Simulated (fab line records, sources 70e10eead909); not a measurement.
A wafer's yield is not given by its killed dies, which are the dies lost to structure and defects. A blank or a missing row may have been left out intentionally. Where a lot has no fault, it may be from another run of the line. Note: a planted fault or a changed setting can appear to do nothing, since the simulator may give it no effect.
Which tool did it? | flow nand harc | 10 lots with 30 wafers sampled at 6 steps, on a route of 1302 steps

WHAT EACH GAUGE READ, for each wafer
NHARC_A_CHANNEL_HOLE_D1_CD_MEAS_10: the cd target is 100 nm. Usual: cd nm at 99.9 nm, with a standard deviation of 0.44.
lot  | measured     | on        | cd nm (nm)        | flag
L683 | day 8 14:38  | cd sem-01 | 100.2 100.3 100.3 |
L684 | day 9 03:44  | cd sem-03 | 98.7 100.0 98.9   |
L685 | day 9 20:05  | cd sem-02 | 99.8 99.6 100.0   |
L689 | day 11 22:51 | cd sem-03 | 106.3 106.2 100.3 | OFF
L693 | day 13 02:19 | cd sem-02 | 106.0 106.4 106.1 | OFF
L699 | day 15 16:56 | cd sem-01 | 99.7 99.5 99.6    |
L700 | day 16 04:08 | cd sem-02 | 100.0 98.6 99.8   |
L701 | day 16 21:39 | cd sem-02 | 99.7 99.8 99.1    |
L705 | day 18 00:32 | cd sem-03 | 100.5 100.4 100.6 |
L704 | day 18 00:49 | cd sem-02 | 100.1 99.8 99.4   |

NHARC_A_CHANNEL_HOLE_D1_OVL_MEAS_11. Usual: overlay x nm 0.3 nm, standard deviation 0.82; overlay y nm 0.0 nm, standard deviation 0.66.
lot  | measured     | on         | overlay x nm (nm) | overlay y nm (nm) | flag
L683 | day 8 14:43  | overlay-02 | 0.2 0.4 -0.1      | 0.4 0.4 0.6       |
L684 | day 9 03:50  | overlay-02 | 1.8 1.1 1.1       | 0.3 1.1 0.8       |
L685 | day 9 20:10  | overlay-01 | 0.6 0.9 0.4       | 0.9 1.0 0.3       |
L689 | day 11 22:56 | overlay-02 | 1.9 1.9 1.7       | 0.5 -0.1 0.6      |
L693 | day 13 02:24 | overlay-02 | -0.8 -0.7 -0.5    | -1.2 -1.3 -1.0    |
L699 | day 15 17:01 | overlay-02 | -1.0 -1.2 -0.9    | -0.3 0.0 -0.7     |
L700 | day 16 04:14 | overlay-01 | -0.1 -0.4 -0.8    | -0.3 0.1 0.2      |
L701 | day 16 21:44 | overlay-01 | 0.5 0.4 0.8       | -1.1 0.2 -0.5     |
L705 | day 18 00:38 | overlay-02 | 2.1 2.0 1.7       | 0.1 -0.3 -0.1     |
L704 | day 18 00:55 | overlay-01 | -0.2 -0.6 -0.5    | -0.3 -0.5 -0.4    |

NHARC_A_CHANNEL_HOLE_D1_CD_MEAS_30. Usual: cd nm at 89.7 nm, with a standard deviation of 0.9.
lot  | measured     | on        | cd nm (nm)     | flag
L683 | day 8 23:27  | cd sem-02 | 90.0 91.4 91.2 |
L684 | day 9 10:50  | cd sem-02 | 89.4 91.1 89.3 |
L685 | day 10 02:58 | cd sem-02 | 88.4 88.8 87.6 |
L689 | day 12 12:51 | cd sem-02 | 95.2 94.7 89.9 | OFF
L693 | day 13 09:11 | cd sem-02 | 95.9 95.8 95.4 | OFF
L699 | day 16 02:36 | cd sem-03 | 89.5 90.1 89.2 |
L700 | day 16 11:02 | cd sem-01 | 91.1 90.1 91.1 |
L701 | day 17 04:32 | cd sem-01 | 88.4 90.2 89.0 |
L705 | day 18 13:58 | cd sem-03 | 90.7 90.5 89.9 |
L704 | day 18 13:41 | cd sem-02 | 90.0 90.1 88.4 |

WHAT TOOL EACH LOT RAN ON (gives the tool, then ch and the chambers of the sampled wafers, and finally the start)
lot  | NHARC_A_CHANNEL_HOLE_D1_PEB_08    | NHARC_A_CHANNEL_HOLE_D1_ETCH_22  | NHARC_A_CHANNEL_HOLE_D1_ETCH_23
L683 | litho track-04 ch 0, day 8 14:33  | har etch-02 ch 0,1, day 8 18:46  | har etch-02 ch 0,1, day 8 19:20
L684 | litho track-06 ch 0, day 9 03:40  | har etch-01 ch 0, day 9 06:17    | har etch-01 ch 0, day 9 06:52
L685 | litho track-01 ch 0, day 9 20:00  | har etch-02 ch 0,1, day 9 22:24  | har etch-02 ch 0,1, day 9 23:00
L689 | litho track-04 ch 0, day 11 22:46 | har etch-01 ch 0,1, day 12 08:18 | har etch-01 ch 0,1, day 12 08:53
L693 | litho track-04 ch 0, day 13 02:14 | har etch-01 ch 0,1, day 13 04:32 | har etch-01 ch 0,1, day 13 05:06
L699 | litho track-04 ch 0, day 15 16:51 | har etch-02 ch 0,1, day 15 21:56 | har etch-02 ch 0,1, day 15 22:29
L700 | litho track-01 ch 0, day 16 04:04 | har etch-02 ch 0, day 16 06:28   | har etch-02 ch 0, day 16 07:03
L701 | litho track-01 ch 0, day 16 21:34 | har etch-01 ch 1, day 16 23:53   | har etch-01 ch 1, day 17 00:28
L705 | litho track-04 ch 0, day 18 00:28 | har etch-01 ch 0,1, day 18 09:18 | har etch-01 ch 0,1, day 18 09:52
L704 | litho track-06 ch 0, day 18 00:44 | har etch-02 ch 0,1, day 18 08:39 | har etch-02 ch 0,1, day 18 09:14
- NHARC_A_CHANNEL_HOLE_D1_PEB_08: peb time 65 s.
- NHARC_A_CHANNEL_HOLE_D1_ETCH_22: etches the open film in C4F8/O2/Ar, time 666.7 s, target depth 1600 nm.
- NHARC_A_CHANNEL_HOLE_D1_ETCH_23: etches the open film in C4F8/O2/Ar, time 819 s, target depth 1600 nm.

AS READ BY THE TOOLS THEMSELVES (means over the sampled wafers that have a number; for cases with no such wafer, the mark the record gives instead)
NHARC_A_CHANNEL_HOLE_D1_PEB_08. Usual: heater power total W 156.5 W, standard deviation 0.42; plate temp C 100.00 C, standard deviation 0.14.
lot  | tool           | heater power total W (W) | plate temp C (C) | flag
L683 | litho track-04 | 156.4                    | 100.05           |
L684 | litho track-06 | 156.6                    | 100.15           |
L685 | litho track-01 | 156.8                    | 99.94            |
L689 | litho track-04 | 156.4                    | 99.81            |
L693 | litho track-04 | 156.4                    | 99.87            |
L699 | litho track-04 | 156.3                    | 100.12           |
L700 | litho track-01 | 156.2                    | 99.93            |
L701 | litho track-01 | 156.4                    | 99.80            |
L705 | litho track-04 | 156.8                    | 100.01           |
L704 | litho track-06 | 156.6                    | 100.15           |

NHARC_A_CHANNEL_HOLE_D1_ETCH_22. Usual: drypump motor current A 6.1 A, standard deviation 0.42; showerhead plenum p Torr 3.61 Torr, standard deviation 0.11; throttle valve pct 32.154 %, standard deviation 0.0092.
lot  | tool        | drypump motor current A (A) | showerhead plenum p Torr (Torr) | throttle valve pct (%) | flag
L683 | har etch-02 | 6.2                         | 3.63                            | 32.155                 |
L684 | har etch-01 | 6.1                         | 3.57                            | 32.158                 |
L685 | har etch-02 | 6.5                         | 3.56                            | 32.151                 |
L689 | har etch-01 | 5.8                         | 3.65                            | 32.147                 |
L693 | har etch-01 | 6.0                         | 3.58                            | 32.149                 |
L699 | har etch-02 | 6.2                         | 3.59                            | 32.159                 |
L700 | har etch-02 | 6.8                         | 3.45                            | 32.165                 |
L701 | har etch-01 | 5.7                         | 3.67                            | 32.153                 |
L705 | har etch-01 | 6.0                         | 3.54                            | 32.161                 |
L704 | har etch-02 | 6.2                         | 3.73                            | 32.155                 |

NHARC_A_CHANNEL_HOLE_D1_ETCH_23. Usual: drypump motor current A 6.1 A, standard deviation 0.42; showerhead plenum p Torr 3.61 Torr, standard deviation 0.11; throttle valve pct 32.156 %, standard deviation 0.0093.
lot  | tool        | drypump motor current A (A) | showerhead plenum p Torr (Torr) | throttle valve pct (%) | flag
L683 | har etch-02 | 6.2                         | 3.63                            | 32.159                 |
L684 | har etch-01 | 6.1                         | 3.57                            | 32.161                 |
L685 | har etch-02 | 6.5                         | 3.56                            | 32.160                 |
L689 | har etch-01 | 5.8                         | 3.65                            | 32.161                 |
L693 | har etch-01 | 6.0                         | 3.58                            | 32.154                 |
L699 | har etch-02 | 6.2                         | 3.59                            | 32.154                 |
L700 | har etch-02 | 6.8                         | 3.45                            | 32.158                 |
L701 | har etch-01 | 5.7                         | 3.67                            | 32.152                 |
L705 | har etch-01 | 6.0                         | 3.54                            | 32.159                 |
L704 | har etch-02 | 6.2                         | 3.73                            | 32.167                 |

THE ANSWER, worked out from the rows above alone
Rule: take the mean of a lot's wafers that have a number; if it is more than 3 standard deviations from the usual mean, the lot is off. Also off: a lot with no number at a reading for which 4 or more lots have one. Where the step has rows for the other lots, those lots are counted as sound. Order of review: gauges by route order, followed by the tools' own readings, for which a lot's mean as printed above is used. The first step at which some lot is off is used, and at that step the reading that is off furthest; a lot without a number counts as furthest.
Off at NHARC_A_CHANNEL_HOLE_D1_CD_MEAS_10 (cd nm): L689, L693.
A tool fits if, at a process step before that reading, it ran every lot that is off, and no sound lot after the first of them. The gauges at NHARC_A_CHANNEL_HOLE_D1_CD_MEAS_10 are tried like those tools. No candidate that was tried fits.

WHAT THE SIMULATOR PUT IN
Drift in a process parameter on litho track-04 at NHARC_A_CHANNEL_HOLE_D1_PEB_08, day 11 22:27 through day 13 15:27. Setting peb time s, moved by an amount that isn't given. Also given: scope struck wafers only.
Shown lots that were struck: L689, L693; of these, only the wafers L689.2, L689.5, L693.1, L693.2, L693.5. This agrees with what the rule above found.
